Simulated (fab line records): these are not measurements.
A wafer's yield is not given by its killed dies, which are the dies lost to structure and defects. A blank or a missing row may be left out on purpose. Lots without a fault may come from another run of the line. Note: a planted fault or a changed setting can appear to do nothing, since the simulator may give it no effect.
Chamber matching ; flow nand_harc ; rie_diel-01 running NHARC_A_CONTACT_DESCUM_47: 4 sister chambers
The step chemistry O2, time 3 s. 4 wafers are shown with their chamber, then 7 later ones without.

## EACH WAFER AND ITS CHAMBER
wafer;chamber;showerhead_plenum_p_Torr (Torr)
L281.4;2;1.89
L284.4;0;2.03
L283.2;3;1.83
L283.3;1;2.00

## WAFERS MISSING THEIR CHAMBER
wafer;showerhead_plenum_p_Torr (Torr)
L283.4;2.00
L298.2;1.83
L298.5;1.83
L298.6;1.88
L297.2;1.99
L297.4;2.02
L297.6;1.99

## EACH ONE'S CHAMBER
wafer;from the rows above;in truth
L283.4;1;1
L298.2;3;3
L298.5;3;3
L298.6;2;2
L297.2;1;1
L297.4;can't be placed: 0 or 1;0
L297.6;1;1
Correctly placed: 6 of 7. From these rows, 1 cannot be placed; in 1 the true chamber is one of the candidates. Wrongly placed: 0.
How it was worked out, from the rows above alone: a wafer's distance from a chamber is the root of the sum, over the readings, of the square of ((its reading less the chamber's mean) divided by the reading's scatter). The wafer belongs to the nearest chamber; if the next one is less than 2 further off, it can't be placed. Each chamber's mean is taken over the wafers shown for it. The scatter: root of mean squared gap, hidden wafer to nearest shown wafer, with one shown wafer a chamber.
